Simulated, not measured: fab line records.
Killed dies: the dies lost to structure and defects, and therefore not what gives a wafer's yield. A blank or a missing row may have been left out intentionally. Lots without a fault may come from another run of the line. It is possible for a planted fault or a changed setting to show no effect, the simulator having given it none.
Which tool was responsible? ; flow n5_finfet ; 18 wafers from 6 lots sampled at 3 of the route's 1938 steps

== WHAT THE GAUGES SHOWED, per wafer ==
N5_SD_EPI_P_OVL_MEAS_10.
lot;measured;on;SD_P_BLK_OVL (nm)
L774;day 3 13:50;overlay-01;-1.1 -0.3 -0.9
L779;day 4 20:01;overlay-01;-1.1 -0.2 0.1
L789;day 7 05:05;overlay-01;-1.7 -1.3 0.0
L792;day 8 05:06;overlay-01;-0.3 -0.9 -0.7
L794;day 8 20:38;overlay-01;0.2 0.1 0.1
L796;day 9 03:28;overlay-01;-0.8 -0.3 -0.6

== WHICH TOOL RAN EACH LOT (tool, then ch and the chambers of the sampled wafers, then the start) ==
lot;N5_SD_EPI_N_ETCH_34;N5_SD_EPI_N_LINER_46
L774;rie_diel-03 ch 0,2,3, day 3 09:29;ald_sin-02 ch 1,2, day 3 13:09
L779;rie_diel-03 ch 1,2, day 4 15:40;ald_sin-02 ch 0,1,3, day 4 19:20
L789;rie_diel-01 ch 0,2, day 6 23:54;ald_sin-02 ch 0,1,2, day 7 04:32
L792;rie_diel-01 ch 0,3, day 7 23:48;ald_sin-04 ch 2,3, day 8 04:25
L794;rie_diel-01 ch 0,1,3, day 8 15:05;ald_sin-02 ch 1,2,3, day 8 19:58
L796;rie_diel-03 ch 0,2, day 8 22:59;ald_sin-02 ch 0,2,3, day 9 02:47
- N5_SD_EPI_N_ETCH_34: etches SiARC in CF4, target depth 45.5 nm, time 75.8 s.
- N5_SD_EPI_N_LINER_46: material SiNx, target thk 3 nm.

== THE ANSWER, worked out from the rows above alone ==
Rule: the usual values come from the lots themselves. The widest of any qualifying gaps counts: lots, ordered by their means at a reading, are off when they make up no more than a third of the lots, leave a main group of 4 or more, and stand apart from it by 3 or more times the standard deviation of that group's means. Not used: any main group whose means are identical at the precision the tables above print for the reading. Also off: a lot with no number at a reading for which 4 or more lots have one. All remaining lots with rows at the step are treated as sound.
Across all readings shown, no lot is off: no conclusion can be drawn from this.

== WHAT THE SIMULATOR PUT IN ==
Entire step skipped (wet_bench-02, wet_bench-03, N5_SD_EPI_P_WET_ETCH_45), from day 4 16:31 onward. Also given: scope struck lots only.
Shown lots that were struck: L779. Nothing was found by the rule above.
